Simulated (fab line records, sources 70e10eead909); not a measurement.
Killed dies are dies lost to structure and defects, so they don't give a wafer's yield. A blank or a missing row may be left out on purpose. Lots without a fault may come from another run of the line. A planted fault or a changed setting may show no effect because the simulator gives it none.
fab line records | flow nand_harc
record lots=24 wafers=72 last_day=34
route steps=1302 shown P_BONDPAD@375 A_CHANNEL_HOLE_D1@467 A_DECK1_JOINT@539
lots that met no fault: from a run of the same line without faults
start_h: hours from the record's first day to the start of the lot's first wafer shown | wait_h: hours since the lot's step before | " the same as in the row above | L1.1+2: a row that stands for several wafers | - no value, or no start given | * or withheld: withheld | < > ~ a bound
route shown NAME@n: a module of which the file shows steps, and the number in the route of the first | usual: mean/standard deviation of fault-free wafers | same: alike in all rows | chamber/n: place in a boat | sites: the reading at each site | _std_site: their standard deviation | _edge_site: outer sites' mean less inner sites' | radius_mm: how far each site lies from the wafer's centre | mask NAME#n: copy n | behind: the tool/chamber that last shaped the wafer | hold: why the lot was held/for how many hours/how that ended | device: the transistor (n, p or np) that didn't switch | end of line: the same wafers' tests at the end of the route | a step without rows: its recipe alone | killed: dies lost to structure and defects at the first sort, not the wafer's yield | map: a wafer's dies, x killed, . not, _ none there
set.NAME: the setting as run; set.NAME@STEP: as run at that earlier step | model.NAME: the simulator's own value behind a step, which no gauge read
steps of the route over a sample of lots; a table a step, a row a wafer
services: from which hour (start_h, from the record's first day; less than 0 if before it) a tool's chamber was out of use, for how many hours, and why
## steps
# step NHARC_P_BONDPAD_PRE_CLEAN_26
# recipe time_s=30 temp_c=280 gas=H2/He
# usual heater_power_w=400/33
# columns lot.wafer tool chamber start_h wait_h heater_power_w
L074.2 pvd_sputter-01 - - - 366
L074.1 " - " " 416
L074.5 " - " " 444
L075.4 pvd_sputter-02 - - - 424
L075.6 " - " " 417
L075.5 " - " " 428
L076.3 pvd_sputter-02 - - - 424
L076.4 " - " " 425
L076.6 " - " " 419
L077.4 pvd_sputter-03 - - - 354
L077.1 " - " " 360
L077.5 " - " " 370
L078.4 pvd_sputter-01 - - - 428
L078.6 " - " " 434
L078.5 " - " " 454
L079.1 pvd_sputter-01 - - - 357
L079.4 " - " " 426
L079.5 " - " " 418
L080.3 pvd_sputter-01 - - - 412
L080.4 " - " " 363
L080.6 " - " " 426
L081.3 pvd_sputter-01 - - - 430
L081.2 " - " " 454
L081.6 " - " " 375
L082.1 pvd_sputter-02 - - - 415
L082.3 " - " " 394
L082.5 " - " " 426
L083.2 pvd_sputter-03 - - - 431
L083.1 " - " " 360
L083.6 " - " " 388
L084.4 pvd_sputter-03 - - - 350
L084.2 " - " " 390
L084.3 " - " " 434
L085.4 pvd_sputter-02 - - - 390
L085.1 " - " " 423
L085.2 " - " " 425
L086.1 pvd_sputter-03 - - - 422
L086.5 " - " " 345
L086.6 " - " " 391
L089.2 pvd_sputter-03 - - - 388
L089.3 " - " " 423
L089.5 " - " " 353
L087.1 pvd_sputter-01 - - - 463
L087.5 " - " " 413
L087.6 " - " " 421
L088.3 pvd_sputter-01 - - - 423
L088.6 " - " " 423
L088.5 " - " " 470
L090.1 pvd_sputter-03 - - - 349
L090.2 " - " " 348
L090.5 " - " " 341
L091.4 pvd_sputter-02 - - - 439
L091.2 " - " " 369
L091.5 " - " " 421
L092.2 pvd_sputter-02 - - - 401
L092.3 " - " " 383
L092.1 " - " " 428
L093.1 pvd_sputter-03 - - - 395
L093.4 " - " " 345
L093.6 " - " " 388
L094.3 pvd_sputter-01 - - - 368
L094.4 " - " " 427
L094.5 " - " " 375
L095.2 pvd_sputter-02 - - - 429
L095.4 " - " " 393
L095.6 " - " " 426
L096.2 pvd_sputter-02 - - - 415
L096.4 " - " " 391
L096.6 " - " " 415
L097.4 pvd_sputter-03 - - - 353
L097.6 " - " " 410
L097.5 " - " " 358
# step NHARC_P_BONDPAD_PVD_17
# recipe target_thk_a=50 bias_v=168.6 power_w=15000 chamber_pressure_pa=0.12 time_s=8.06 substrate_temp_c=50 material=TaN
# usual throttle_valve_pct=29.9/1.3
# columns lot.wafer tool chamber start_h wait_h throttle_valve_pct
L074.2 pvd_sputter-01 - - - 30.6
L074.1 " - " " 29.3
L074.5 " - " " 32.3
L075.4 pvd_sputter-02 - - - 29.3
L075.5 " - " " 28.6
L075.6 " - " " 29.1
L076.3 pvd_sputter-02 - - - 29.4
L076.4 " - " " 28.9
L076.6 " - " " 28.8
L077.1 pvd_sputter-03 - - - 30.8
L077.4 " - " " 29.2
L077.5 " - " " 29.2
L078.4 pvd_sputter-01 - - - 32.6
L078.6 " - " " 32.3
L078.5 " - " " 29.3
L079.1 pvd_sputter-01 - - - 29.3
L079.4 " - " " 32.4
L079.5 " - " " 32.6
L080.4 pvd_sputter-01 - - - 32.5
L080.3 " - " " 30.8
L080.6 " - " " 29.5
L081.3 pvd_sputter-01 - - - 32.6
L081.2 " - " " 32.2
L081.6 " - " " 29.3
L082.1 pvd_sputter-02 - - - 29.2
L082.3 " - " " 29.4
L082.5 " - " " 29.0
L083.2 pvd_sputter-03 - - - 29.7
L083.1 " - " " 30.5
L083.6 " - " " 29.2
L084.3 pvd_sputter-03 - - - 29.2
L084.4 " - " " 29.6
L084.2 " - " " 30.2
L085.1 pvd_sputter-02 - - - 29.1
L085.4 " - " " 28.8
L085.2 " - " " 29.1
L086.1 pvd_sputter-03 - - - 29.2
L086.6 " - " " 29.8
L086.5 " - " " 29.2
L089.3 pvd_sputter-03 - - - 30.8
L089.2 " - " " 29.3
L089.5 " - " " 30.3
L087.1 pvd_sputter-01 - - - 32.4
L087.5 " - " " 30.8
L087.6 " - " " 31.6
L088.3 pvd_sputter-01 - - - 28.5
L088.6 " - " " 28.2
L088.5 " - " " 32.3
L090.2 pvd_sputter-03 - - - 30.8
L090.1 " - " " 30.1
L090.5 " - " " 30.1
L091.4 pvd_sputter-02 - - - 28.5
L091.2 " - " " 28.5
L091.5 " - " " 28.5
L092.2 pvd_sputter-02 - - - 28.3
L092.1 " - " " 29.1
L092.3 " - " " 28.6
L093.1 pvd_sputter-03 - - - 30.1
L093.4 " - " " 29.4
L093.6 " - " " 29.1
L094.4 pvd_sputter-01 - - - 31.5
L094.3 " - " " 32.2
L094.5 " - " " 28.3
L095.2 pvd_sputter-02 - - - 28.6
L095.4 " - " " 28.5
L095.6 " - " " 28.6
L096.2 pvd_sputter-02 - - - 28.6
L096.4 " - " " 29.2
L096.6 " - " " 28.7
L097.4 pvd_sputter-03 - - - 29.7
L097.6 " - " " 29.0
L097.5 " - " " 29.7
# step NHARC_A_CHANNEL_HOLE_D1_ETCH_39
# recipe target_depth_a=2600 over_etch_frac=0.3 time_s=325 ion_energy_ev=200 n2_flow_sccm=150 h2_flow_sccm=150 ar_flow_sccm=0 rf_w=400 bias_w=150 chemistry=N2/H2
# usual drypump_motor_current_A=5.6/0.42 oes_product_au=0.997/0.012 rf_vpp_V=429.9/2.7 showerhead_plenum_p_Torr=2.02/0.09 throttle_valve_pct=14.171/0.0089
# columns lot.wafer tool chamber start_h wait_h drypump_motor_current_A oes_product_au rf_hours_counter_h rf_vpp_V showerhead_plenum_p_Torr throttle_valve_pct
L074.2 rie_diel-05 2 - - 6.3 0.985 10 426.8 1.92 14.177
L074.1 " 3 " " 5.2 0.979 10 431.2 2.04 14.168
L074.5 " 2 " " 6.3 0.987 - 427.1 1.92 14.193
L075.4 rie_diel-05 1 - - 5.5 0.998 11 428.7 1.95 14.162
L075.6 " 1 " " 5.5 1.006 - 427.4 1.95 14.170
L075.5 " 2 " " 6.3 0.988 - 426.2 1.92 14.163
L076.3 rie_diel-05 3 - - 5.2 0.982 12 430.9 2.04 14.160
L076.4 " 1 " " 5.5 1.008 12 427.8 1.94 14.165
L076.6 " 3 " " 5.2 0.985 - 431.0 2.04 14.170
L077.4 rie_diel-05 3 - - 5.2 0.981 13 432.7 2.04 14.176
L077.1 " 2 " " 6.3 0.997 13 426.5 1.92 14.178
L077.5 " 3 " " 5.2 0.977 - 428.7 2.04 14.176
L078.4 rie_diel-09 2 - - 6.4 1.007 24 430.9 2.07 14.161
L078.5 " 1 " " 5.9 0.996 - 429.0 2.00 14.162
L078.6 " 2 " " 6.5 0.996 - 429.9 2.07 14.174
L079.1 rie_diel-05 2 - - 6.3 0.992 14 428.1 1.92 14.161
L079.4 " 1 " " 5.5 0.996 14 428.2 1.94 14.154
L079.5 " 3 " " 5.2 0.978 - 430.2 2.04 14.181
L080.4 rie_diel-09 0 - - 6.0 0.987 32 433.0 2.14 14.190
L080.3 " 2 " " 6.4 0.999 28 431.5 2.06 14.167
L080.6 " 0 " " 6.0 0.985 - 434.5 2.14 14.168
L081.3 rie_diel-05 1 - - 5.5 1.013 1 428.0 1.94 14.169
L081.2 " 3 " " 5.2 0.991 1 430.4 2.04 14.177
L081.6 " 1 " " 5.5 1.006 - 428.2 1.94 14.177
L082.3 rie_diel-05 1 - - 5.5 0.999 2 428.0 1.94 14.175
L082.1 " 2 " " 6.3 0.986 2 427.0 1.92 14.177
L082.5 " 1 " " 5.5 1.003 - 428.1 1.94 14.173
L083.1 rie_diel-05 3 - - 5.2 0.986 3 431.6 2.04 14.182
L083.2 " 0 " " 5.3 1.005 3 433.8 2.14 14.156
L083.6 " 0 " " 5.3 1.007 - 433.1 2.14 14.169
L084.4 rie_diel-05 0 - - 5.3 1.007 3 433.3 2.14 14.172
L084.2 " 1 " " 5.5 0.999 3 427.7 1.94 14.166
L084.3 " 2 " " 6.3 0.985 4 427.1 1.92 14.185
L086.1 rie_diel-09 3 - - 5.8 1.002 48 433.4 2.20 14.166
L086.5 " 3 " " 5.9 1.007 - 435.1 2.20 14.156
L086.6 " 0 " " 6.0 0.977 - 434.1 2.13 14.171
L085.1 rie_diel-05 0 - - 5.3 1.016 5 433.3 2.14 14.166
L085.2 " 1 " " 5.5 1.002 6 426.6 1.94 14.176
L085.4 " 2 " " 6.3 0.982 6 427.1 1.92 14.178
L088.3 rie_diel-05 2 - - 6.3 0.987 7 426.2 1.92 14.172
L088.6 " 1 " " 5.5 1.011 - 427.3 1.94 14.174
L088.5 " 2 " " 6.3 0.992 - 426.2 1.92 14.169
L089.2 rie_diel-12 3 - - 5.9 0.983 18 426.2 1.89 14.174
L089.3 " 2 " " 5.6 1.015 16 433.8 2.11 14.176
L089.5 " 3 " " 5.9 0.980 - 425.7 1.89 14.187
L087.1 rie_diel-05 0 - - 5.3 1.012 7 434.5 2.14 14.165
L087.6 " 3 " " 5.2 0.989 - 431.1 2.03 14.182
L087.5 " 0 " " 5.3 1.012 - 434.9 2.14 14.169
L090.1 rie_diel-05 2 - - 6.3 0.983 9 427.3 1.91 14.169
L090.2 " 3 " " 5.2 0.998 10 431.1 2.03 14.165
L090.5 " 2 " " 6.3 0.982 - 426.1 1.92 14.172
L091.4 rie_diel-05 1 - - 5.5 1.027 10 428.3 1.94 14.176
L091.2 " 3 " " 5.2 1.007 11 431.5 2.03 14.193
L091.5 " 0 " " 5.3 1.009 - 434.1 2.14 14.178
L092.2 rie_diel-05 2 - - 6.3 0.979 11 427.3 1.91 14.185
L092.3 " 3 " " 5.2 0.999 12 429.4 2.03 14.137
L092.1 " 0 " " 5.3 1.007 10 433.0 2.14 14.162
L093.4 rie_diel-05 3 - - 5.2 0.990 12 430.6 2.03 14.160
L093.1 " 0 " " 5.3 1.010 11 432.3 2.14 14.162
L093.6 " 2 " " 6.3 0.988 - 426.1 1.91 14.175
L094.3 rie_diel-05 1 - - 5.5 1.003 12 428.0 1.94 14.179
L094.4 " 3 " " 5.2 0.985 14 429.5 2.03 14.161
L094.5 " 1 " " 5.5 1.004 - 427.6 1.94 14.177
L095.4 rie_diel-05 0 - - 5.3 1.010 13 432.8 2.14 14.165
L095.2 " 1 " " 5.5 1.010 13 427.7 1.94 14.172
L095.6 " 2 " " 6.3 0.990 - 428.6 1.91 14.181
L096.2 rie_diel-05 1 - - 5.5 1.013 15 427.8 1.94 14.169
L096.4 " 2 " " 6.3 0.982 16 426.0 1.91 14.160
L096.6 " 3 " " 5.2 0.992 - 431.7 2.03 14.173
L097.4 rie_diel-12 2 - - 5.6 1.018 42 431.3 2.10 14.175
L097.6 " 2 " " 5.7 1.031 - 431.1 2.10 14.160
L097.5 " 3 " " 5.9 0.987 - 426.2 1.88 14.161
# step NHARC_A_DECK1_JOINT_CMP_02
# recipe material=SiOx
# usual motor_current_A=11.5/1.2
# columns lot.wafer tool chamber start_h wait_h motor_current_A
L074.1 cmp-01 3 269.51 0.4 12.6
L074.2 " 0 " " 10.4
L074.5 " 3 " " 12.1
L075.4 cmp-04 3 285.28 0.4 11.2
L075.6 " 2 " " 9.9
L075.5 " 3 " " 11.5
L076.4 cmp-02 3 289.59 0.4 14.0
L076.3 " 1 " " 10.3
L076.6 " 2 " " 11.6
L077.1 cmp-01 1 295.44 0.4 12.6
L077.4 " 3 " " 11.4
L077.5 " 1 " " 12.6
L078.4 cmp-02 0 317.91 0.4 14.4
L078.6 " 0 " " 13.8
L078.5 " 1 " " 10.3
L079.1 cmp-04 3 322.86 0.4 12.3
L079.4 " 0 " " 9.9
L079.5 " 3 " " 11.5
L080.3 cmp-04 0 337.25 0.4 10.0
L080.4 " 1 " " 11.8
L080.6 " 2 " " 10.7
L081.3 cmp-02 0 345.31 0.4 13.3
L081.2 " 1 " " 10.3
L081.6 " 0 " " 13.5
L082.3 cmp-02 3 368.30 0.4 13.8
L082.1 " 0 " " 13.6
L082.5 " 3 " " 13.1
L083.1 cmp-04 0 377.46 0.4 10.0
L083.2 " 2 " " 10.5
L083.6 " 1 " " 11.6
L084.4 cmp-04 0 382.42 0.4 9.7
L084.3 " 1 " " 12.1
L084.2 " 2 " " 9.9
L085.2 cmp-04 0 391.98 0.4 9.7
L085.1 " 2 " " 10.1
L085.4 " 3 " " 11.2
L086.1 cmp-01 0 391.98 0.4 10.5
L086.5 " 0 " " 10.5
L086.6 " 1 " " 12.9
L089.3 cmp-02 2 419.06 0.4 11.9
L089.2 " 3 " " 13.5
L089.5 " 2 " " 11.6
L087.1 cmp-01 3 419.08 0.4 12.5
L087.6 " 2 " " 11.4
L087.5 " 3 " " 12.4
L088.3 cmp-04 0 419.13 0.4 9.1
L088.6 " 1 " " 11.5
L088.5 " 2 " " 10.0
L090.2 cmp-04 0 434.70 0.4 9.8
L090.1 " 1 " " 11.0
L090.5 " 0 " " 9.8
L091.4 cmp-04 3 448.25 0.4 12.1
L091.2 " 0 " " 9.6
L091.5 " 3 " " 11.8
L093.1 cmp-04 0 459.16 0.4 9.7
L093.4 " 1 " " 11.7
L093.6 " 0 " " 9.8
L092.1 cmp-01 1 459.16 0.4 12.8
L092.3 " 2 " " 11.1
L092.2 " 0 " " 10.8
L094.3 cmp-01 1 474.05 0.4 13.0
L094.4 " 3 " " 12.3
L094.5 " 1 " " 12.8
L095.2 cmp-04 3 488.91 0.4 11.8
L095.4 " 1 " " 11.9
L095.6 " 3 " " 11.6
L097.4 cmp-02 2 499.75 0.4 11.1
L097.5 " 2 " " 11.9
L097.6 " 3 " " 13.6
L096.4 cmp-04 3 499.80 0.4 11.7
L096.2 " 0 " " 9.7
L096.6 " 2 " " 10.3
# step NHARC_A_DECK1_JOINT_DEP_16
# recipe target_thk_a=450 temp_c=400 pressure_torr=6.5 rf_w=900 teos_flow_sccm=161.4 flow_sccm=2650 target_thk_nm=45 gas=O2 material=SiO2
# usual flow_sccm=2650/8 heater_power_w=535/110 throttle_valve_pct=15.8/0.46
# columns lot.wafer tool chamber start_h wait_h flow_sccm heater_power_w throttle_valve_pct
L074.1 pecvd-02 0 270.07 0.3 2657 551 15.6
L074.2 " 1 " " 2664 661 16.1
L074.5 " 1 " " 2654 657 16.3
L075.6 pecvd-04 2 285.85 0.3 2651 459 15.7
L075.5 " 0 " " 2656 397 16.6
L075.4 " 1 " " 2647 812 15.6
L076.3 pecvd-04 1 289.95 0.1 2654 688 15.6
L076.4 " 1 " " 2652 705 15.7
L076.6 " 2 " " 2647 460 15.9
L077.1 pecvd-04 2 295.96 0.2 2661 453 16.1
L077.4 " 0 " " 2648 414 16.4
L077.5 " 1 " " 2643 824 16.0
L078.6 pecvd-04 1 318.39 0.2 2640 818 16.0
L078.5 " 2 " " 2635 452 16.0
L078.4 " 0 " " 2637 388 16.4
L079.1 pecvd-04 0 323.27 0.1 2657 428 16.3
L079.4 " 2 " " 2652 396 16.1
L079.5 " 1 " " 2652 785 16.2
L080.4 pecvd-04 0 337.68 0.2 2648 439 16.4
L080.3 " 2 " " 2653 391 15.8
L080.6 " 2 " " 2643 397 16.0
L081.3 pecvd-02 1 345.70 0.1 2640 579 16.3
L081.2 " 2 " " 2643 440 15.3
L081.6 " 0 " " 2661 492 15.7
L082.1 pecvd-02 2 368.68 0.1 2644 436 15.3
L082.3 " 0 " " 2646 464 15.9
L082.5 " 1 " " 2644 610 16.4
L083.1 pecvd-02 0 377.85 0.1 2651 581 15.8
L083.2 " 1 " " 2656 583 16.3
L083.6 " 2 " " 2660 427 15.2
L084.3 pecvd-04 2 382.81 0.1 2648 375 16.1
L084.2 " 1 " " 2665 793 16.1
L084.4 " 2 " " 2665 373 16.0
L085.1 pecvd-02 2 392.39 0.1 2671 540 15.4
L085.2 " 0 " " 2643 459 16.1
L085.4 " 1 " " 2651 666 16.5
L086.1 pecvd-03 1 392.42 0.1 2635 496 14.8
L086.5 " 0 " " 2647 612 16.0
L086.6 " 1 " " 2646 513 14.9
L088.3 pecvd-04 1 419.45 0.1 2661 839 15.9
L088.6 " 1 " " 2660 811 16.2
L088.5 " 0 " " 2650 377 16.7
L087.1 pecvd-03 0 419.48 0.1 2653 614 15.9
L087.6 " 0 " " 2659 462 15.6
L087.5 " 1 " " 2646 525 14.6
L089.2 pecvd-04 2 419.61 0.3 2659 468 16.3
L089.3 " 0 " " 2654 410 16.5
L089.5 " 1 " " 2642 695 16.0
L090.2 pecvd-02 1 435.09 0.1 2648 623 16.2
L090.1 " 2 " " 2647 427 15.4
L090.5 " 0 " " 2651 483 15.1
L091.2 pecvd-02 0 448.67 0.1 2652 521 15.5
L091.4 " 2 " " 2647 563 15.6
L091.5 " 0 " " 2670 510 15.5
L093.1 pecvd-03 2 459.58 0.1 2646 473 15.5
L093.4 " 2 " " 2645 497 15.6
L093.6 " 0 " " 2640 534 15.9
L092.1 pecvd-03 0 459.72 0.3 2652 564 15.5
L092.3 " 1 " " 2635 612 15.2
L092.2 " 2 " " 2646 540 15.7
L094.3 pecvd-03 2 474.42 0.1 2647 521 15.6
L094.5 " 2 " " 2655 527 15.4
L094.4 " 1 " " 2639 587 14.9
L095.2 pecvd-03 0 489.30 0.1 2640 551 16.0
L095.6 " 2 " " 2642 501 15.7
L095.4 " 1 " " 2656 547 15.3
L096.2 pecvd-02 2 500.17 0.1 2642 478 15.6
L096.6 " 2 " " 2645 485 15.7
L096.4 " 0 " " 2653 512 15.2
L097.6 pecvd-03 1 500.22 0.2 2640 546 15.3
L097.4 " 2 " " 2660 485 15.7
L097.5 " 0 " " 2659 537 16.0
# step NHARC_A_DECK1_JOINT_THK_MEAS_17
# recipe thk_meas_gauge=ellipsometry
# usual thk_nm=45.1/1.2
# columns lot.wafer tool chamber start_h wait_h thk_nm
L074.1 film_metro-01 - 270.33 0.2 44.6
L074.2 " - " " 45.4
L074.5 " - " " 45.6
L075.4 film_metro-01 - 286.04 0.1 45.3
L075.5 " - " " 46.6
L075.6 " - " " 44.8
L076.3 film_metro-01 - 290.23 0.3 45.1
L076.4 " - " " 45.8
L076.6 " - " " 44.5
L077.1 film_metro-01 - 296.24 0.2 45.9
L077.4 " - " " 45.3
L077.5 " - " " 44.4
L078.4 film_metro-02 - 318.58 0.1 44.2
L078.5 " - " " 45.8
L078.6 " - " " 44.3
L079.1 film_metro-01 - 323.52 0.2 44.7
L079.4 " - " " 43.8
L079.5 " - " " 45.5
L080.3 film_metro-01 - 337.96 0.2 46.6
L080.4 " - " " 44.9
L080.6 " - " " 43.9
L081.2 film_metro-02 - 345.95 0.2 48.5
L081.3 " - " " 44.4
L081.6 " - " " 45.6
L082.1 film_metro-01 - 368.97 0.3 45.9
L082.3 " - " " 45.0
L082.5 " - " " 44.8
L083.1 film_metro-01 - 378.14 0.3 42.7
L083.2 " - " " 44.0
L083.6 " - " " 45.7
L084.2 film_metro-01 - 383.09 0.2 44.6
L084.3 " - " " 45.5
L084.4 " - " " 46.6
L085.1 film_metro-01 - 392.64 0.2 43.1
L085.2 " - " " 46.0
L085.4 " - " " 47.0
L086.1 film_metro-02 - 392.64 0.2 44.3
L086.5 " - " " 47.1
L086.6 " - " " 45.0
L088.3 film_metro-02 - 419.72 0.2 46.1
L088.5 " - " " 45.7
L088.6 " - " " 45.6
L087.1 film_metro-01 - 419.73 0.2 43.6
L087.5 " - " " 44.6
L087.6 " - " " 44.7
L089.2 film_metro-01 - 419.89 0.2 43.6
L089.3 " - " " 44.5
L089.5 " - " " 45.3
L090.1 film_metro-01 - 435.34 0.2 44.8
L090.2 " - " " 46.3
L090.5 " - " " 46.2
L091.2 film_metro-01 - 448.89 0.2 44.5
L091.4 " - " " 45.6
L091.5 " - " " 43.7
L093.1 film_metro-02 - 459.83 0.2 42.7
L093.4 " - " " 45.1
L093.6 " - " " 44.2
L092.1 film_metro-01 - 460.00 0.2 45.0
L092.2 " - " " 43.2
L092.3 " - " " 45.3
L094.3 film_metro-02 - 474.70 0.3 45.7
L094.4 " - " " 46.2
L094.5 " - " " 47.4
L095.2 film_metro-02 - 489.55 0.2 43.9
L095.4 " - " " 44.5
L095.6 " - " " 44.5
L097.4 film_metro-02 - 500.42 0.1 45.6
L097.5 " - " " 44.6
L097.6 " - " " 46.2
L096.2 film_metro-02 - 500.42 0.2 44.8
L096.4 " - " " 46.1
L096.6 " - " " 44.8
## services
# columns tool chamber start_h hours kind
cmp-04 - 114.37 4.0 pm
pvd_sputter-03 - 135.60 0.5 repair
pvd_sputter-03 - 170.00 10.0 pm
rie_diel-05 - 171.47 5.2 repair
cmp-04 - 173.30 0.6 repair
cmp-04 - 212.37 4.0 pm
pvd_sputter-01 - 226.02 10.0 pm
rie_diel-05 - 229.60 9.0 pm
pvd_sputter-03 - 246.59 1.0 repair
pvd_sputter-02 - 247.77 8.5 repair
pvd_sputter-02 - 282.00 10.0 pm
cmp-04 - 310.37 4.0 pm
cmp-04 - 315.08 0.7 repair
rie_diel-05 0 335.23 14.1 repair
pvd_sputter-01 - 339.34 8.4 repair
pvd_sputter-03 - 348.08 10.0 pm
pvd_sputter-03 - 359.80 3.3 repair
pvd_sputter-01 - 404.02 10.0 pm
pvd_sputter-03 - 429.55 2.5 repair
pvd_sputter-03 - 433.10 2.1 repair
pvd_sputter-02 - 434.94 2.9 repair
pvd_sputter-03 - 437.71 0.5 repair
pvd_sputter-02 - 460.00 10.0 pm
pvd_sputter-01 - 460.86 0.7 repair
## key
fault none
